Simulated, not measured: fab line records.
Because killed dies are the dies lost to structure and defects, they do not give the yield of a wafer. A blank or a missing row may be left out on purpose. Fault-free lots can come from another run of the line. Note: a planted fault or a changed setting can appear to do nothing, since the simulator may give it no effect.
The tool behind it: which one?	flow nand_harc	18 lots with 54 wafers sampled at 6 steps, on a route of 1302 steps

== WHAT THE GAUGES READ, wafer by wafer ==
The record lacks any reading of a measuring or inspecting step that a usual standard deviation could be used to judge.

== WHAT TOOL EACH LOT RAN ON (gives the tool, then ch and the chambers of the sampled wafers, and finally the start) ==
lot	NHARC_A_STAIRCASE_ETCH_236	NHARC_A_STAIRCASE_ETCH_451	NHARC_A_STAIRCASE_DEP_301	NHARC_A_STAIRCASE_ETCH_313	NHARC_A_STAIRCASE_ETCH_453	NHARC_A_STAIRCASE_ALD_415
L075	rie_diel-04 ch 0,1,3, day 17 11:29 or earlier	rie_diel-04 ch 0,1,2, day 17 11:29 or earlier	pecvd-02 ch 0,1,2, day 17 11:29	rie_diel-04 ch 0,2,3, day 17 12:24	rie_diel-04 ch 0,2,3, day 17 16:47 or earlier	ald_hk-02 ch 0,1,2, day 17 16:47
L077	rie_diel-04 ch 0,1,2, day 18 07:23 or earlier	rie_diel-04 ch 0,3, day 18 07:23 or earlier	pecvd-04 ch 1,2, day 18 07:23	rie_diel-02 ch 0,1,3, day 18 08:26	rie_diel-02 ch 0,1,3, day 18 10:11 or earlier	ald_hk-03 ch 1,3, day 18 10:11
L078	rie_diel-07 ch 0,2,3, day 18 18:43 or earlier	rie_diel-07 ch 0,1,3, day 18 18:43 or earlier	pecvd-02 ch 0,1, day 18 18:43	rie_diel-04 ch 0,1,2, day 18 19:47	rie_diel-04 ch 0,1,2, day 18 22:29 or earlier	ald_hk-03 ch 1,2,3, day 18 22:29
L079	rie_diel-02 ch 0,2, day 18 20:13 or earlier	rie_diel-02 ch 0,1,2, day 18 20:13 or earlier	pecvd-03 ch 0,1,2, day 18 20:13	rie_diel-02 ch 0,1,2, day 18 21:14	rie_diel-02 ch 0,3, day 18 23:00 or earlier	ald_hk-02 ch 0,1, day 18 23:00
L080	rie_diel-02 ch 0,1,2, day 19 12:33 or earlier	rie_diel-02 ch 0,1,3, day 19 12:33 or earlier	pecvd-02 ch 0,1,2, day 19 12:33	rie_diel-04 ch 0,1, day 19 13:37	rie_diel-04 ch 0,1,3, day 19 16:36 or earlier	ald_hk-02 ch 0,2,3, day 19 16:36
L081	rie_diel-04 ch 0,1,3, day 21 01:55 or earlier	rie_diel-02 ch 0,1, day 21 01:55 or earlier	pecvd-02 ch 0,1,2, day 21 01:55	rie_diel-04 ch 0,2,3, day 21 02:58	rie_diel-04 ch 0,3, day 21 05:16 or earlier	ald_hk-03 ch 0,1,3, day 21 05:16
L082	rie_diel-02 ch 0,2, day 21 02:24 or earlier	rie_diel-04 ch 0,1,2, day 21 02:24 or earlier	pecvd-03 ch 0,2, day 21 02:24	rie_diel-04 ch 1,2,3, day 21 03:28	rie_diel-04 ch 2,3, day 21 05:45 or earlier	ald_hk-02 ch 0,1,2, day 21 05:45
L084	rie_diel-02 ch 0,1,2, day 21 06:14 or earlier	rie_diel-04 ch 2,3, day 21 06:14 or earlier	pecvd-02 ch 0,1, day 21 06:14	rie_diel-02 ch 0,3, day 21 07:21	rie_diel-02 ch 0,2, day 21 09:58 or earlier	ald_hk-03 ch 1,2, day 21 09:58
L085	rie_diel-07 ch 0,1,2, day 22 12:13 or earlier	rie_diel-02 ch 0,1,3, day 22 12:13 or earlier	pecvd-02 ch 0,1,2, day 22 12:13	rie_diel-02 ch 0,1,3, day 22 13:16	rie_diel-02 ch 1,2,3, day 22 15:02 or earlier	ald_hk-02 ch 0,2, day 22 15:02
L087	rie_diel-07 ch 0,2, day 22 20:59 or earlier	rie_diel-07 ch 1,2,3, day 22 20:59 or earlier	pecvd-02 ch 0,1, day 22 20:59	rie_diel-02 ch 0,2, day 22 22:01	rie_diel-02 ch 1,2,3, day 23 05:41 or earlier	ald_hk-03 ch 0,3, day 23 05:41
L088	rie_diel-04 ch 0,1, day 23 03:47 or earlier	rie_diel-07 ch 1,2,3, day 23 03:47 or earlier	pecvd-04 ch 0,1, day 23 03:47	rie_diel-07 ch 0,1,3, day 23 04:52	rie_diel-07 ch 0,2,3, day 23 07:27 or earlier	ald_hk-01 ch 0,1, day 23 07:27
L089	rie_diel-02 ch 1,2,3, day 23 05:37 or earlier	rie_diel-02 ch 0,2,3, day 23 05:37 or earlier	pecvd-03 ch 0,1, day 23 05:37	rie_diel-02 ch 0,1,2, day 23 06:41	rie_diel-02 ch 1,2,3, day 23 08:34 or earlier	ald_hk-03 ch 0,1,2, day 23 08:34
L090	rie_diel-02 ch 0,1,3, day 24 02:24 or earlier	rie_diel-07 ch 0,1,3, day 24 02:24 or earlier	pecvd-02 ch 0,1,2, day 24 02:24	rie_diel-02 ch 0,2,3, day 24 03:20	rie_diel-02 ch 0,1,2, day 24 06:17 or earlier	ald_hk-02 ch 1,2,3, day 24 06:17
L091	rie_diel-02 ch 0,2, day 24 10:08 or earlier	rie_diel-02 ch 1,2, day 24 10:08 or earlier	pecvd-03 ch 0,1,2, day 24 10:08	rie_diel-07 ch 0,1,3, day 24 11:06	rie_diel-07 ch 1,3, day 24 12:52 or earlier	ald_hk-01 ch 1,2,3, day 24 12:52
L094	rie_diel-02 ch 0,1,2, day 26 06:13 or earlier	rie_diel-02 ch 1,2,3, day 26 06:13 or earlier	pecvd-04 ch 0,1,2, day 26 06:13	rie_diel-04 ch 0,1,2, day 26 07:10	rie_diel-04 ch 0,1,2, day 26 09:34 or earlier	ald_hk-03 ch 1,2,3, day 26 09:34
L095	rie_diel-04 ch 1,3, day 26 06:54 or earlier	rie_diel-04 ch 0,1,3, day 26 06:54 or earlier	pecvd-04 ch 0,1,2, day 26 06:54	rie_diel-02 ch 2,3, day 26 07:59	rie_diel-02 ch 0,1,3, day 26 10:01 or earlier	ald_hk-01 ch 2,3, day 26 10:01
L093	rie_diel-02 ch 0,1, day 26 08:09 or earlier	rie_diel-02 ch 1,3, day 26 08:09 or earlier	pecvd-03 ch 0,1,2, day 26 08:09	rie_diel-07 ch 1,2, day 26 09:10	rie_diel-07 ch 0,1,2, day 26 11:54 or earlier	ald_hk-03 ch 2,3, day 26 11:54
L096	rie_diel-02 ch 0,1, day 27 03:47 or earlier	rie_diel-07 ch 0,3, day 27 03:47 or earlier	pecvd-04 ch 0,1,2, day 27 03:47	rie_diel-04 ch 1,2,3, day 27 04:41	rie_diel-04 ch 0,1,3, day 27 06:40 or earlier	ald_hk-02 ch 0,1, day 27 06:40
- NHARC_A_STAIRCASE_ETCH_236: etches the open film in C4F8/O2, target depth 100 nm, time 40.5 s.
- NHARC_A_STAIRCASE_ETCH_451: etches the open film in CF4/O2, target depth 30 nm, overetch 3 nm, time 16.5 s.
- NHARC_A_STAIRCASE_DEP_301: deposits SiON, target thk 30 nm.
- NHARC_A_STAIRCASE_ETCH_313: etches the open film in CF4/CHF3.
- NHARC_A_STAIRCASE_ETCH_453: etches the open film in CF4/O2, target depth 30 nm, overetch 3 nm, time 16.5 s.
- NHARC_A_STAIRCASE_ALD_415: deposits SiO2, target thk 30 nm, pulse time 6 s, ald cycles 300.

== AS READ BY THE TOOLS THEMSELVES (means over the sampled wafers that have a number; for cases with no such wafer, the mark the record gives instead) ==
NHARC_A_STAIRCASE_ETCH_236. Usual: oes_product_au 0.943 a.u., standard deviation 0.01; rf_fwd_power_W 591.4 W, standard deviation 3; rf_vpp_V 895 V, standard deviation 5.9.
lot	tool	oes_product_au (a.u.)	rf_fwd_power_W (W)	rf_vpp_V (V)	flag
L075	rie_diel-04	0.948	593.2	894	
L077	rie_diel-04	0.942	593.5	893	
L078	rie_diel-07	0.949	591.9	895	
L079	rie_diel-02	0.942	592.2	895	
L080	rie_diel-02	0.933	591.1	895	
L081	rie_diel-04	0.947	596.3	893	
L082	rie_diel-02	0.932	589.3	893	
L084	rie_diel-02	0.941	590.5	895	
L085	rie_diel-07	0.952	593.2	899	
L087	rie_diel-07	0.942	589.5	897	
L088	rie_diel-04	0.946	593.1	891	
L089	rie_diel-02	0.932	588.3	891	
L090	rie_diel-02	0.944	591.1	897	
L091	rie_diel-02	0.932	592.0	895	
L094	rie_diel-02	0.954	591.2	895	
L095	rie_diel-04	0.943	590.9	894	
L093	rie_diel-02	0.958	588.9	895	
L096	rie_diel-02	0.948	592.5	900	

NHARC_A_STAIRCASE_ETCH_451. Usual: cf4_flow_sccm 80.02 sccm, standard deviation 0.26; drypump_motor_current_A 5.8 A, standard deviation 0.55; mfc_ar_sccm 0.005 sccm, standard deviation 0.0085; oes_f_703_au 1.000 a.u., standard deviation 0.005; oes_product_au 0.997 a.u., standard deviation 0.0078; rf_fwd_power_W 293.7 W, standard deviation 1.4; rf_vpp_V 197.6 V, standard deviation 1.4; showerhead_plenum_p_Torr 1.32 Torr, standard deviation 0.062; throttle_valve_pct 13.397 %, standard deviation 0.0092.
lot	tool	cf4_flow_sccm (sccm)	drypump_motor_current_A (A)	mfc_ar_sccm (sccm)	oes_f_703_au (a.u.)	oes_product_au (a.u.)	rf_fwd_power_W (W)	rf_vpp_V (V)	showerhead_plenum_p_Torr (Torr)	throttle_valve_pct (%)	flag
L075	rie_diel-04	80.08	6.4	0.008	1.001	1.003	295.2	197.5	1.31	13.396	
L077	rie_diel-04	80.07	6.0	0.000	0.998	1.003	294.4	196.4	1.28	13.385	
L078	rie_diel-07	79.98	5.7	0.008	1.001	0.995	294.3	198.6	1.36	13.393	
L079	rie_diel-02	79.97	5.3	0.004	0.998	0.997	292.5	198.1	1.33	13.396	
L080	rie_diel-02	79.99	5.3	0.004	1.002	1.000	292.9	198.7	1.35	13.395	
L081	rie_diel-02	80.10	5.4	0.006	1.000	0.991	293.9	198.2	1.33	13.404	
L082	rie_diel-04	80.05	6.4	0.008	0.998	1.002	294.5	197.8	1.30	13.403	
L084	rie_diel-04	79.89	6.1	0.008	0.993	1.003	295.7	196.6	1.29	13.408	
L085	rie_diel-02	80.10	5.3	0.004	1.001	0.990	292.6	198.2	1.34	13.401	
L087	rie_diel-07	79.78	5.9	0.008	1.000	0.998	293.7	198.5	1.35	13.391	
L088	rie_diel-07	80.06	5.9	0.008	1.001	0.997	293.9	198.4	1.35	13.396	
L089	rie_diel-02	79.88	5.2	0.001	0.999	0.991	293.0	197.4	1.33	13.390	
L090	rie_diel-07	80.12	5.8	0.008	1.003	0.994	292.6	199.0	1.35	13.398	
L091	rie_diel-02	80.20	5.5	0.002	1.004	0.987	293.6	197.0	1.26	13.392	
L094	rie_diel-02	80.08	5.5	0.002	0.993	1.001	292.8	196.6	1.28	13.392	
L095	rie_diel-04	79.87	6.3	0.000	0.997	1.000	295.5	198.3	1.36	13.405	
L093	rie_diel-02	79.83	5.5	0.002	1.002	1.004	292.6	196.7	1.30	13.405	
L096	rie_diel-07	80.23	5.4	0.000	1.002	0.992	293.2	195.4	1.30	13.393	

NHARC_A_STAIRCASE_DEP_301. Usual: chamber_pressure_Torr 3.500 Torr, standard deviation 0.0071; heater_power_outer_w 451 W, standard deviation 59; heater_power_w 749 W, standard deviation 95; rf_fwd_power_W 348.5 W, standard deviation 1.
lot	tool	chamber_pressure_Torr (Torr)	heater_power_outer_w (W)	heater_power_w (W)	rf_fwd_power_W (W)	flag
L075	pecvd-02	3.496	454	779	348.9	
L077	pecvd-04	3.507	396	657	347.5	
L078	pecvd-02	3.502	449	779	348.9	
L079	pecvd-03	3.499	435	716	348.5	
L080	pecvd-02	3.492	471	814	349.2	
L081	pecvd-02	3.504	460	795	348.3	
L082	pecvd-03	3.501	489	807	348.6	
L084	pecvd-02	3.502	432	749	348.2	
L085	pecvd-02	3.507	416	727	348.2	
L087	pecvd-02	3.502	442	757	348.5	
L088	pecvd-04	3.494	494	776	348.3	
L089	pecvd-03	3.504	426	694	349.1	
L090	pecvd-02	3.495	480	817	348.3	
L091	pecvd-03	3.499	433	708	348.4	
L094	pecvd-04	3.497	426	704	348.4	
L095	pecvd-04	3.499	424	684	347.6	
L093	pecvd-03	3.497	419	668	348.6	
L096	pecvd-04	3.501	466	743	347.8	

NHARC_A_STAIRCASE_ETCH_313. Usual: cf4_flow_sccm 100.0 sccm, standard deviation 0.32; drypump_motor_current_A 5.7 A, standard deviation 0.53; mfc_ar_sccm 0.004 sccm, standard deviation 0.0084; oes_product_au 0.926 a.u., standard deviation 0.015; rf_fwd_power_W 496.7 W, standard deviation 1.8; rf_vpp_V 370.1 V, standard deviation 2.5; showerhead_plenum_p_Torr 1.56 Torr, standard deviation 0.071; throttle_valve_pct 16.802 %, standard deviation 0.0086.
lot	tool	cf4_flow_sccm (sccm)	drypump_motor_current_A (A)	mfc_ar_sccm (sccm)	oes_product_au (a.u.)	rf_fwd_power_W (W)	rf_vpp_V (V)	showerhead_plenum_p_Torr (Torr)	throttle_valve_pct (%)	flag
L075	rie_diel-04	100.4	6.1	0.008	0.924	497.5	368.8	1.51	16.797	
L077	rie_diel-02	100.0	5.3	0.004	0.968	496.0	371.5	1.59	16.805	
L078	rie_diel-04	99.6	6.4	0.008	0.926	497.5	369.4	1.54	16.796	
L079	rie_diel-02	100.3	5.3	0.004	0.925	495.1	370.1	1.57	16.808	
L080	rie_diel-04	99.9	6.2	0.000	0.932	498.1	368.5	1.52	16.805	
L081	rie_diel-04	100.2	6.1	0.008	0.926	497.0	369.1	1.51	16.801	
L082	rie_diel-04	99.8	6.3	0.008	0.920	497.8	370.1	1.55	16.801	
L084	rie_diel-02	99.5	5.2	0.001	0.918	494.6	371.5	1.60	16.804	
L085	rie_diel-02	100.1	5.3	0.004	0.914	497.0	371.4	1.58	16.805	
L087	rie_diel-02	100.3	5.2	0.001	0.917	496.4	370.4	1.55	16.806	
L088	rie_diel-07	100.2	5.7	0.008	0.914	498.0	371.0	1.59	16.807	
L089	rie_diel-02	100.1	5.3	0.004	0.911	495.6	370.5	1.56	16.806	
L090	rie_diel-02	99.8	5.2	0.001	0.917	496.4	370.7	1.57	16.801	
L091	rie_diel-07	100.0	5.8	0.008	0.922	496.1	371.6	1.59	16.790	
L094	rie_diel-04	100.1	6.3	0.008	0.934	497.8	371.4	1.60	16.801	
L095	rie_diel-02	99.9	5.4	0.000	0.955	494.4	368.4	1.49	16.806	
L093	rie_diel-07	100.3	6.4	0.008	0.936	497.4	371.6	1.60	16.798	
L096	rie_diel-04	99.8	6.3	0.008	0.920	496.8	370.8	1.54	16.801	

NHARC_A_STAIRCASE_ETCH_453. Usual: cf4_flow_sccm 79.96 sccm, standard deviation 0.2; drypump_motor_current_A 5.7 A, standard deviation 0.54; mfc_ar_sccm 0.004 sccm, standard deviation 0.008; oes_f_703_au 1.000 a.u., standard deviation 0.0046; oes_product_au 0.997 a.u., standard deviation 0.0082; rf_fwd_power_W 293.7 W, standard deviation 1.3; rf_vpp_V 197.5 V, standard deviation 1.5; showerhead_plenum_p_Torr 1.33 Torr, standard deviation 0.066; throttle_valve_pct 13.396 %, standard deviation 0.0089.
lot	tool	cf4_flow_sccm (sccm)	drypump_motor_current_A (A)	mfc_ar_sccm (sccm)	oes_f_703_au (a.u.)	oes_product_au (a.u.)	rf_fwd_power_W (W)	rf_vpp_V (V)	showerhead_plenum_p_Torr (Torr)	throttle_valve_pct (%)	flag
L075	rie_diel-04	80.05	6.1	0.008	1.002	1.001	294.3	197.2	1.28	13.393	
L077	rie_diel-02	79.96	5.3	0.004	1.000	0.991	294.1	197.3	1.35	13.399	
L078	rie_diel-04	80.15	6.4	0.008	0.999	1.001	294.3	197.2	1.30	13.394	
L079	rie_diel-02	80.02	5.2	0.001	1.001	1.003	293.1	198.1	1.36	13.400	
L080	rie_diel-04	80.23	6.3	0.000	1.002	0.994	294.9	197.0	1.31	13.398	
L081	rie_diel-04	79.89	6.1	0.000	1.004	0.990	295.2	196.4	1.26	13.405	
L082	rie_diel-04	79.93	6.1	0.008	0.995	1.000	293.7	196.6	1.29	13.392	
L084	rie_diel-02	80.10	5.2	0.001	1.003	0.991	291.9	197.2	1.31	13.393	
L085	rie_diel-02	79.76	5.5	0.002	1.001	0.994	293.5	196.5	1.28	13.396	
L087	rie_diel-02	79.83	5.5	0.002	1.000	0.991	292.9	196.6	1.28	13.401	
L088	rie_diel-07	80.05	5.9	0.000	0.999	0.999	293.3	197.0	1.33	13.395	
L089	rie_diel-02	79.79	5.5	0.002	1.002	0.988	293.2	196.5	1.28	13.393	
L090	rie_diel-02	79.96	5.3	0.004	0.997	0.987	292.8	197.4	1.32	13.389	
L091	rie_diel-07	79.85	5.8	0.016	1.003	0.998	295.2	198.2	1.37	13.398	
L094	rie_diel-04	79.96	6.3	0.008	1.000	0.998	294.8	197.7	1.36	13.385	
L095	rie_diel-02	79.91	5.3	0.004	1.002	1.005	293.0	197.7	1.34	13.399	
L093	rie_diel-07	79.85	6.2	0.008	1.003	1.003	294.5	198.0	1.36	13.400	
L096	rie_diel-04	79.90	6.3	0.000	1.002	1.004	295.2	197.9	1.36	13.400	

NHARC_A_STAIRCASE_ALD_415. Usual: heater_power_outer_w 272 W, standard deviation 33; heater_power_w 478 W, standard deviation 41; precursor_pulse_height_rel 1.004, standard deviation 0.02.
lot	tool	heater_power_outer_w (W)	heater_power_w (W)	precursor_pulse_height_rel	flag
L075	ald_hk-02	281	474	0.999	
L077	ald_hk-03	259	458	0.996	
L078	ald_hk-03	254	461	0.991	
L079	ald_hk-02	313	522	1.011	
L080	ald_hk-02	270	468	1.026	
L081	ald_hk-03	255	470	1.012	
L082	ald_hk-02	280	472	0.996	
L084	ald_hk-03	251	433	0.998	
L085	ald_hk-02	247	425	0.997	
L087	ald_hk-03	254	480	1.016	
L088	ald_hk-01	280	503	1.015	
L089	ald_hk-03	251	456	0.992	
L090	ald_hk-02	298	477	1.006	
L091	ald_hk-01	291	509	1.012	
L094	ald_hk-03	252	453	1.003	
L095	ald_hk-01	287	512	0.991	
L093	ald_hk-03	253	472	1.017	
L096	ald_hk-02	313	522	1.010	

== THE ANSWER, worked out from the rows above alone ==
Rule: take the mean of a lot's wafers that have a number; if it is more than 3 standard deviations from the usual mean, the lot is off. A lot without any number at a reading at which 4 lots or more have one is off too. Where the step has rows for the other lots, those lots are counted as sound. The gauges are gone through in route order, then the tools' own readings, and for those a lot's mean is taken as printed above. At the first step where some lot is off, the reading lying furthest off is the one used; lots without a number count as furthest.
None of the lots is off at any reading shown; this tells nothing.

== WHAT HAD BEEN PUT IN BY THE SIMULATOR ==
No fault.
